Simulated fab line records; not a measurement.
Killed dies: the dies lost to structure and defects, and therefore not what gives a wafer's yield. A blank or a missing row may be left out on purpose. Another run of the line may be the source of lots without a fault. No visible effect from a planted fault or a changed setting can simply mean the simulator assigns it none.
fab line records | flow n5_finfet
record lots=9 | wafers=24 | last_day=18
route steps=1938 shown FIN_SAQP@98 BEOL_M4@1111
lots untouched by any fault: they come from a run of this same line in which no faults occurred
start_h: start of the lot's first displayed wafer, in hours after the record's first day | wait_h: hours since the lot's step before | " unchanged from the row above | L1.1+2: several wafers, shown together as one row | - either no value or no given start | * or withheld: withheld | < > ~ a bound
route shown NAME@n: NAME is a module with steps in the file, n the number in the route of the first one | usual: mean/standard deviation of fault-free wafers | same: alike in all rows | chamber/n: place in a boat | sites: each site's reading | _std_site: standard deviation across them | _edge_site: mean of outer sites minus mean of inner sites | radius_mm: for every site, how far away it sits from the centre of the wafer | mask NAME#n: copy n | behind: the tool/chamber that last shaped the wafer | hold: why the lot was held/for how many hours/how that ended | device: the transistor (n, p or np) that didn't switch | end of line: the route-end tests of the same wafers | a step with no rows: only its recipe | killed: at the first sort, the dies lost to defects and structure; wafer yield is something else | map: the dies of a wafer, with x for killed, . for not killed, _ for no die there
set.NAME: the setting that was run; set.NAME@STEP: the one run at that earlier step | model.NAME: the simulator's own value behind a step, which no gauge read
steps of the route over a sample of lots; a table a step, a row a wafer
services: from which hour (start_h, from the record's first day; less than 0 if before it) a tool's chamber was out of use, for how many hours, and why
## steps
# step N5_FIN_SAQP_PECVD_47
# recipe material=a-Si | target_thk_a=450 | temp_c=400 | precursor=SiH4/He | pressure_torr=3 | rf_w=100 | time_s=36.3
# usual heater_power_w=819/60 | showerhead_plenum_p_Torr=5.69/0.049 | throttle_valve_pct=17.6/0.6
lot.wafer | tool     | chamber | start_h | wait_h | heater_power_w | showerhead_plenum_p_Torr | throttle_valve_pct
L372.1    | pecvd-01 | 0       | 21.55   | 0.0    | 845            | 5.68                     | 17.8
L372.2    | "        | 1       | "       | "      | 759            | 5.72                     | 17.6
L372.5    | "        | 2       | "       | "      | 676            | 5.64                     | 17.4
L377.2    | pecvd-01 | 1       | 51.91   | 0.0    | 885            | 5.72                     | 17.5
L377.3    | "        | 2       | "       | "      | 810            | 5.66                     | 17.3
L377.4    | "        | 1       | "       | "      | 894            | 5.72                     | 17.8
L381.2    | pecvd-01 | 1       | 75.81   | 0.0    | 900            | 5.72                     | 17.6
L381.3    | "        | 2       | "       | "      | 713            | 5.68                     | 17.6
L381.6    | "        | 0       | "       | "      | 789            | 5.69                     | 17.9
L384.3    | pecvd-03 | 0       | 93.42   | 0.1    | 910            | 5.75                     | 17.6
L384.4    | "        | 0       | "       | "      | 911            | 5.74                     | 17.5
L385.3    | pecvd-03 | 0       | 100.45  | 0.0    | 888            | 5.75                     | 17.9
L385.4    | "        | 0       | "       | "      | 895            | 5.77                     | 17.5
L391.1    | pecvd-04 | 2       | 135.21  | 0.0    | 929            | 5.66                     | 15.9
L391.4    | "        | 1       | "       | "      | 843            | 5.59                     | 17.3
L391.5    | "        | 2       | "       | "      | 932            | 5.66                     | 16.1
L392.2    | pecvd-04 | 0       | 141.20  | 0.0    | 769            | 5.65                     | 17.1
L392.3    | "        | 2       | "       | "      | 845            | 5.64                     | 16.1
L392.4    | "        | 1       | "       | "      | 773            | 5.59                     | 17.7
L394.1    | pecvd-04 | 0       | 153.93  | 0.0    | 810            | 5.64                     | 17.0
L394.3    | "        | 1       | "       | "      | 854            | 5.60                     | 17.3
L395.2    | pecvd-04 | 1       | 158.91  | 0.0    | 769            | 5.58                     | 17.4
L395.4    | "        | 2       | "       | "      | 924            | 5.64                     | 16.1
L395.5    | "        | 0       | "       | "      | 737            | 5.64                     | 17.3
# step N5_FIN_SAQP_ETCH_52
# recipe chemistry=N2/H2 | target=SOC | target_depth_a=1000 | overetch_a=200 | mask_material=SiARC | temp_c=40 | time_s=150 | ion_energy_ev=200 | pressure_mtorr=30 | source_w=840 | bias_w=150 | n2_flow_sccm=200 | h2_flow_sccm=200 | ends=end_point
# usual drypump_motor_current_A=5.6/0.43 | h2_flow_sccm=200.1/0.65 | n2_flow_sccm=200.1/0.6 | oes_product_au=0.70/0.082 | rf_vpp_V=524.2/2.2 | showerhead_plenum_p_Torr=2.55/0.074 | throttle_valve_pct=17.75/0.25
lot.wafer | tool        | chamber | start_h | wait_h | drypump_motor_current_A | h2_flow_sccm | n2_flow_sccm | oes_product_au | rf_hours_counter_h | rf_vpp_V | showerhead_plenum_p_Torr | throttle_valve_pct
L372.1    | rie_diel-04 | 3       | 22.40   | 0.0    | 5.6                     | 200.3        | 200.5        | 0.65           | 188                | 528.1    | 2.63                     | 17.95
L372.2    | "           | 1       | "       | "      | 5.2                     | 201.0        | 200.4        | 0.63           | 220                | 520.7    | 2.43                     | 18.11
L372.5    | "           | 1       | "       | "      | 5.2                     | 200.9        | 199.9        | 0.63           | -                  | 519.7    | 2.43                     | 18.14
L377.2    | rie_diel-04 | 1       | 52.83   | 0.0    | 5.2                     | 200.7        | 201.0        | 0.62           | 231                | 520.8    | 2.43                     | 18.14
L377.3    | "           | 0       | "       | "      | 5.9                     | 200.6        | 201.2        | 0.63           | 206                | 522.4    | 2.50                     | 17.88
L377.4    | "           | 2       | "       | "      | 5.0                     | 199.4        | 200.1        | 0.82           | 10                 | 527.1    | 2.61                     | 17.66
L381.2    | rie_diel-04 | 0       | 76.77   | 0.0    | 5.9                     | 200.3        | 200.3        | 0.62           | 214                | 522.9    | 2.49                     | 17.90
L381.3    | "           | 1       | "       | "      | 5.2                     | 199.6        | 199.7        | 0.61           | 240                | 519.4    | 2.42                     | 18.16
L381.6    | "           | 0       | "       | "      | 5.9                     | 199.3        | 200.6        | 0.62           | -                  | 522.2    | 2.49                     | 17.89
L384.3    | rie_diel-04 | 3       | 94.50   | 0.0    | 5.6                     | 201.9        | 199.8        | 0.64           | 214                | 525.6    | 2.62                     | 18.00
L384.4    | "           | 3       | "       | "      | 5.6                     | 200.5        | 200.0        | 0.63           | -                  | 526.0    | 2.62                     | 17.98
L385.3    | rie_diel-02 | 3       | 101.48  | 0.0    | 6.1                     | 200.3        | 200.7        | 0.66           | 167                | 525.3    | 2.51                     | 17.82
L385.4    | "           | 3       | "       | "      | 6.1                     | 200.5        | 199.3        | 0.66           | -                  | 523.1    | 2.51                     | 17.84
L391.1    | rie_diel-04 | 3       | 137.56  | 0.0    | 5.6                     | 199.0        | 200.5        | 0.63           | 233                | 526.7    | 2.61                     | 18.04
L391.4    | "           | 1       | "       | "      | 5.2                     | 198.9        | 198.3        | 0.85           | 7                  | 528.0    | 2.74                     | 17.64
L391.5    | "           | 2       | "       | "      | 5.0                     | 199.7        | 200.3        | 0.77           | -                  | 526.4    | 2.60                     | 17.67
L392.2    | rie_diel-01 | 3       | 142.04  | 0.0    | 4.8                     | 200.3        | 200.9        | 0.72           | 81                 | 524.5    | 2.57                     | 17.52
L392.3    | "           | 2       | "       | "      | 5.6                     | 199.2        | 200.2        | 0.82           | 13                 | 526.4    | 2.60                     | 17.64
L392.4    | "           | 0       | "       | "      | 5.7                     | 200.1        | 200.1        | 0.66           | -                  | 526.5    | 2.65                     | 17.64
L394.1    | rie_diel-02 | 2       | 154.77  | 0.0    | 6.2                     | 200.8        | 200.4        | 0.81           | 16                 | 523.9    | 2.50                     | 17.33
L394.3    | "           | 1       | "       | "      | 5.4                     | 200.5        | 199.7        | 0.73           | 70                 | 521.6    | 2.47                     | 17.48
L395.2    | rie_diel-02 | 0       | 159.91  | 0.0    | 6.2                     | 200.4        | 199.3        | 0.83           | 11                 | 522.3    | 2.48                     | 17.79
L395.4    | "           | 3       | "       | "      | 6.1                     | 200.6        | 199.4        | 0.65           | 190                | 523.5    | 2.50                     | 17.88
L395.5    | "           | 1       | "       | "      | 5.4                     | 200.4        | 200.9        | 0.74           | -                  | 521.6    | 2.47                     | 17.47
# step N5_FIN_SAQP_MANDREL_ETCH_22
# recipe target_depth_a=600 | chemistry=HBr/Cl2 | target=a-Si | stop_on=SiNx | bt_time_s=10 | over_etch_frac=0.5 | time_s=30 | pressure_mtorr=10 | icp_w=800 | bias_w=75 | HBr_flow_sccm=150 | Cl2_flow_sccm=80 | ends=end_point
# usual drypump_motor_current_A=5.4/0.42 | oes_product_au=0.770/0.015 | throttle_valve_pct=35.2/0.3
lot.wafer | tool      | chamber | start_h | wait_h | drypump_motor_current_A | oes_product_au | rf_hours_counter_h | throttle_valve_pct
L372.1    | rie_si-04 | 0       | 22.59   | 0.0    | 5.3                     | 0.757          | 177                | 35.2
L372.2    | "         | 3       | "       | "      | 5.2                     | 0.775          | 5                  | 35.0
L372.5    | "         | 0       | "       | "      | 5.3                     | 0.766          | -                  | 35.2
L377.2    | rie_si-01 | 3       | 53.02   | 0.0    | 6.0                     | 0.747          | 49                 | 35.6
L377.3    | "         | 2       | "       | "      | 6.2                     | 0.786          | 0                  | 34.5
L377.4    | "         | 0       | "       | "      | 5.4                     | 0.786          | 30                 | 34.6
L381.2    | rie_si-01 | 0       | 76.96   | 0.0    | 5.4                     | 0.772          | 30                 | 34.6
L381.3    | "         | 2       | "       | "      | 6.2                     | 0.776          | 1                  | 34.5
L381.6    | "         | 2       | "       | "      | 6.2                     | 0.784          | -                  | 34.5
L384.3    | rie_si-04 | 0       | 94.69   | 0.0    | 5.3                     | 0.749          | 179                | 35.2
L384.4    | "         | 2       | "       | "      | 4.7                     | 0.779          | 195                | 35.0
L385.3    | rie_si-01 | 0       | 101.67  | 0.0    | 5.4                     | 0.763          | 31                 | 34.6
L385.4    | "         | 1       | "       | "      | 5.9                     | 0.763          | 9                  | 35.6
L391.1    | rie_si-04 | 2       | 137.75  | 0.0    | 4.7                     | 0.772          | 196                | 35.0
L391.4    | "         | 0       | "       | "      | 5.3                     | 0.756          | 180                | 35.2
L391.5    | "         | 1       | "       | "      | 5.9                     | 0.761          | -                  | 35.4
L392.2    | rie_si-02 | 1       | 142.23  | 0.0    | 5.5                     | 0.764          | 133                | 35.1
L392.3    | "         | 3       | "       | "      | 5.6                     | 0.763          | 32                 | 35.6
L392.4    | "         | 0       | "       | "      | 5.5                     | 0.780          | 50                 | 35.7
L394.1    | rie_si-04 | 0       | 154.97  | 0.0    | 5.3                     | 0.746          | 180                | 35.2
L394.3    | "         | 0       | "       | "      | 5.3                     | 0.756          | -                  | 35.2
L395.2    | rie_si-04 | 0       | 160.10  | 0.0    | 5.3                     | 0.759          | 180                | 35.2
L395.4    | "         | 1       | "       | "      | 5.9                     | 0.778          | -                  | 35.4
L395.5    | "         | 0       | "       | "      | 5.3                     | 0.761          | -                  | 35.2
# step N5_FIN_SAQP_ETCH_57
# recipe chemistry=CH3F/O2 | target=SiNx | mask_material=SiO2 | target_depth_a=325 | time_s=46.4 | pressure_mtorr=30 | source_w=395 | bias_w=73 | Ar_flow_sccm=150 | CH3F_flow_sccm=30 | O2_flow_sccm=20 | ion_energy_ev=120 | ends=cleared
# usual CH3F_flow_sccm=30.01/0.079 | drypump_motor_current_A=5.6/0.44 | etch_rf_on_time_s=46.2/1.3 | oes_o_777_au=0.77/0.1 | oes_product_au=0.67/0.085 | rf_vpp_V=301/9.8 | showerhead_plenum_p_Torr=2.01/0.062 | throttle_valve_pct=16.3/0.34
lot.wafer | tool        | chamber | start_h | wait_h | CH3F_flow_sccm | drypump_motor_current_A | etch_rf_on_time_s | oes_o_777_au | oes_product_au | rf_hours_counter_h | rf_vpp_V | showerhead_plenum_p_Torr | throttle_valve_pct
L372.1    | rie_diel-04 | 3       | 24.60   | 0.1    | 29.93          | 5.6                     | 44.4              | 0.79         | 0.64           | 190                | 288      | 2.09                     | 16.6
L372.2    | "           | 2       | "       | "      | 30.00          | 5.0                     | 46.7              | 0.93         | 0.83           | 1                  | 307      | 2.05                     | 15.9
L372.5    | "           | 1       | "       | "      | 30.09          | 5.1                     | 46.4              | 0.72         | 0.61           | -                  | 288      | 1.91                     | 16.6
L377.2    | rie_diel-02 | 1       | 54.87   | 0.1    | 30.05          | 5.4                     | 47.1              | 0.89         | 0.74           | 33                 | 299      | 1.94                     | 15.7
L377.3    | "           | 2       | "       | "      | 29.96          | 6.2                     | 47.8              | 0.64         | 0.58           | 237                | 314      | 1.98                     | 16.3
L377.4    | "           | 3       | "       | "      | 30.04          | 6.1                     | 48.6              | 0.72         | 0.63           | 151                | 299      | 2.01                     | 16.5
L381.2    | rie_diel-01 | 3       | 78.75   | 0.0    | 29.97          | 4.8                     | 47.3              | 0.85         | 0.71           | 55                 | 284      | 2.02                     | 15.8
L381.3    | "           | 2       | "       | "      | 30.08          | 5.6                     | 46.4              | 0.71         | 0.60           | 249                | 298      | 2.06                     | 16.6
L381.6    | "           | 0       | "       | "      | 30.02          | 5.7                     | 46.8              | 0.73         | 0.64           | -                  | 312      | 2.09                     | 16.2
L384.3    | rie_diel-01 | 3       | 97.57   | 0.2    | 29.97          | 4.8                     | 87.1              | 0.84         | 0.51           | 62                 | 284      | 2.02                     | 15.8
L384.4    | "           | 0       | "       | "      | 30.00          | 5.6                     | 44.5              | 0.73         | 0.64           | -                  | 314      | 2.09                     | 16.3
L385.3    | rie_diel-01 | 3       | 104.31  | 0.1    | 29.97          | 4.8                     | 88.4              | 0.84         | 0.51           | 65                 | 283      | 2.02                     | 15.8
L385.4    | "           | 3       | "       | "      | 29.93          | 4.8                     | 46.2              | 0.83         | 0.70           | -                  | 285      | 2.02                     | 15.8
L391.1    | rie_diel-02 | 2       | 139.61  | 0.1    | 29.88          | 6.2                     | 47.7              | 0.84         | 0.78           | 10                 | 313      | 1.97                     | 15.8
L391.4    | "           | 1       | "       | "      | 29.99          | 5.4                     | 46.7              | 0.84         | 0.71           | 64                 | 298      | 1.93                     | 15.8
L391.5    | "           | 1       | "       | "      | 30.10          | 5.4                     | 46.5              | 0.84         | 0.70           | -                  | 299      | 1.93                     | 15.8
L392.2    | rie_diel-04 | 3       | 144.00  | 0.0    | 29.95          | 5.6                     | 44.4              | 0.75         | 0.61           | 234                | 288      | 2.08                     | 16.7
L392.3    | "           | 0       | "       | "      | 29.96          | 5.9                     | 48.1              | 0.66         | 0.58           | 242                | 303      | 1.96                     | 16.6
L392.4    | "           | 1       | "       | "      | 30.17          | 5.2                     | 48.2              | 0.97         | 0.80           | 9                  | 295      | 2.14                     | 16.1
L394.1    | rie_diel-02 | 0       | 156.85  | 0.0    | 29.99          | 6.2                     | 45.1              | 0.92         | 0.81           | 10                 | 298      | 1.95                     | 16.4
L394.3    | "           | 3       | "       | "      | 29.92          | 6.1                     | 46.9              | 0.69         | 0.61           | 188                | 300      | 2.00                     | 16.6
L395.2    | rie_diel-04 | 0       | 162.04  | 0.2    | 30.05          | 5.9                     | 46.2              | 0.65         | 0.56           | 249                | 302      | 1.95                     | 16.6
L395.4    | "           | 3       | "       | "      | 29.93          | 5.6                     | 43.5              | 0.76         | 0.60           | 242                | 288      | 2.07                     | 16.7
L395.5    | "           | 0       | "       | "      | 30.13          | 5.8                     | 47.0              | 0.65         | 0.57           | -                  | 303      | 1.95                     | 16.6
# step N5_BEOL_M4_RC_MEAS_101
# usual DIBL_N=36.2/2.2 | DIBL_P=36.5/3 | IOFF_N=0.16/0.039 | IOFF_P=0.22/0.047 | ION_N=675/15 | ION_P=463/10 | SS_N=71.6/0.71 | SS_P=73.4/0.94 | VT_N=250/3.6 | VT_P=-250/3.9
lot.wafer | tool      | chamber | start_h | wait_h | DIBL_N[mV/V] | DIBL_P[mV/V] | IOFF_N[nA/um] | IOFF_P[nA/um] | ION_N[uA/um] | ION_P[uA/um] | SS_N[mV/dec] | SS_P[mV/dec] | VT_N[mV] | VT_P[mV]
L372.1    | prober-01 | 0       | 161.40  | 0.0    | 32.5         | 32.4         | 0.11          | 0.16          | 650          | 452          | 70.7         | 72.4         | 252      | -253
L372.2    | "         | 0       | "       | "      | 36.8         | 37.7         | 0.20          | 0.25          | 690          | 468          | 71.8         | 74.1         | 241      | -249
L372.5    | "         | 0       | "       | "      | 35.2         | 36.3         | 0.17          | 0.22          | 677          | 463          | 71.6         | 72.6         | 247      | -248
L377.2    | prober-01 | 0       | 189.36  | 0.2    | 38.5         | 39.0         | 0.20          | 0.28          | 687          | 476          | 72.4         | 73.7         | 247      | -245
L377.3    | "         | 0       | "       | "      | 35.3         | 35.3         | 0.14          | 0.23          | 662          | 462          | 70.6         | 73.4         | 249      | -245
L377.4    | "         | 0       | "       | "      | 37.7         | 37.4         | 0.18          | 0.25          | 690          | 473          | 71.3         | 72.9         | 246      | -245
L381.2    | prober-02 | 0       | 223.02  | 0.2    | 40.5         | 43.2         | 0.26          | 0.26          | 697          | 459          | 72.7         | 74.4         | 244      | -251
L381.3    | "         | 0       | "       | "      | 36.6         | 39.1         | 0.15          | 0.20          | 676          | 455          | 71.8         | 74.3         | 252      | -254
L381.6    | "         | 0       | "       | "      | 38.3         | 40.2         | 0.21          | 0.20          | 686          | 452          | 71.9         | 73.9         | 246      | -253
L384.3    | prober-02 | 0       | 248.58  | 0.3    | 37.4         | 38.3         | 0.19          | 0.28          | 672          | 466          | 72.0         | 74.1         | 249      | -246
L384.4    | "         | 0       | "       | "      | 36.6         | 35.0         | 0.16          | 0.21          | 664          | 459          | 71.3         | 73.4         | 251      | -250
L385.3    | prober-02 | 0       | 256.66  | 0.3    | 35.9         | 35.5         | 0.14          | 0.19          | 686          | 468          | 71.3         | 72.7         | 249      | -251
L385.4    | "         | 0       | "       | "      | 41.9         | 41.5         | 0.26          | 0.29          | 690          | 470          | 73.5         | 74.6         | 243      | -248
L392.2    | prober-01 | 0       | 286.86  | 0.2    | 36.1         | 37.7         | 0.18          | 0.27          | 673          | 466          | 72.0         | 74.1         | 249      | -245
L392.3    | "         | 0       | "       | "      | 34.7         | 35.3         | 0.15          | 0.22          | 683          | 473          | 71.0         | 73.4         | 249      | -248
L392.4    | "         | 0       | "       | "      | 37.6         | 37.5         | 0.20          | 0.26          | 681          | 467          | 71.9         | 73.8         | 244      | -247
L391.1    | prober-02 | 0       | 289.62  | 0.0    | 32.2         | 32.2         | 0.12          | 0.19          | 669          | 476          | 70.6         | 71.6         | 251      | -247
L391.4    | "         | 0       | "       | "      | 35.6         | 35.7         | 0.16          | 0.24          | 678          | 466          | 71.2         | 72.7         | 248      | -244
L391.5    | "         | 0       | "       | "      | 36.5         | 37.0         | 0.18          | 0.29          | 686          | 475          | 71.6         | 73.8         | 244      | -240
L394.1    | prober-02 | 0       | 317.23  | 0.0    | 42.3         | 42.9         | 0.26          | 0.34          | 684          | 467          | 72.5         | 76.7         | 247      | -246
L394.3    | "         | 0       | "       | "      | 34.6         | 33.3         | 0.12          | 0.16          | 661          | 457          | 70.7         | 73.3         | 254      | -255
L395.2    | prober-01 | 0       | 321.09  | 0.2    | 34.2         | 36.4         | 0.15          | 0.21          | 678          | 460          | 71.5         | 74.1         | 248      | -249
L395.4    | "         | 0       | "       | "      | 36.0         | 37.1         | 0.18          | 0.22          | 682          | 462          | 71.9         | 73.2         | 246      | -250
L395.5    | "         | 0       | "       | "      | 32.6         | 33.2         | 0.12          | 0.17          | 665          | 457          | 71.3         | 72.6         | 251      | -254
## services
tool        | chamber | start_h | hours | kind
rie_diel-04 | 2       | -0.30   | -     | clean
rie_diel-04 | 2       | -0.30   | -     | consumable_replace:focus_ring
rie_diel-04 | 2       | -0.30   | 23.4  | scheduled_down
rie_diel-04 | 2       | -0.30   | 23.4  | vent_cycle
pecvd-01    | 1       | 4.57    | 2.8   | repair
pecvd-01    | 0       | 5.75    | 3.3   | repair
rie_diel-04 | -       | 10.94   | 0.7   | repair
pecvd-03    | 1       | 54.69   | 5.9   | repair
rie_si-02   | 3       | 56.79   | 51.3  | repair
pecvd-04    | 0       | 61.93   | 7.2   | repair
pecvd-03    | 1       | 72.48   | 25.0  | repair
rie_diel-04 | 2       | 84.75   | 13.7  | repair
pecvd-03    | -       | 89.67   | 0.5   | repair
pecvd-04    | 1       | 93.20   | 3.1   | repair
rie_diel-04 | 1       | 101.89  | -     | clean
rie_diel-04 | 1       | 101.89  | -     | consumable_replace:focus_ring
rie_diel-04 | 1       | 101.89  | -     | consumable_replace:showerhead
rie_diel-01 | 0       | 114.92  | 6.0   | repair
pecvd-04    | 2       | 115.95  | 6.9   | repair
pecvd-01    | -       | 120.19  | 2.0   | repair
pecvd-01    | -       | 126.90  | 0.9   | repair
rie_si-04   | 0       | 146.59  | 4.2   | repair
rie_si-02   | 1       | 149.19  | 5.1   | repair
rie_si-04   | 1       | 150.63  | 7.1   | repair
## key
first_sign step=N5_FIN_SAQP_ETCH_57 | reading=etch_rf_on_time_s | direction=up | sigmas=32 | usual=* | struck=*
effect none on later readings
met_at N5_FIN_SAQP_ETCH_57
struck_lots L384,L385
struck_wafers L384.3,L385.3
baseline_loss step=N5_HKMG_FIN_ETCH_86 | wafers=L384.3
not_acting_at N5_FIN_SAQP_PECVD_47,N5_FIN_SAQP_ETCH_52,N5_FIN_SAQP_MANDREL_ETCH_22
onset_between 78.75 97.57
fault kind=process_parameter_drift | tool=rie_diel-01 | chamber=- | onset_h=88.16 | steps=N5_FIN_SAQP_ETCH_57 | channel=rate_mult | offset=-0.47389 | shape=step | end_h=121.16 | scope=struck_wafers_only
# baseline_loss: these wafers lose ten dies or more at that step, a loss of the line's own and not of a fault; the sort's usual values leave them out
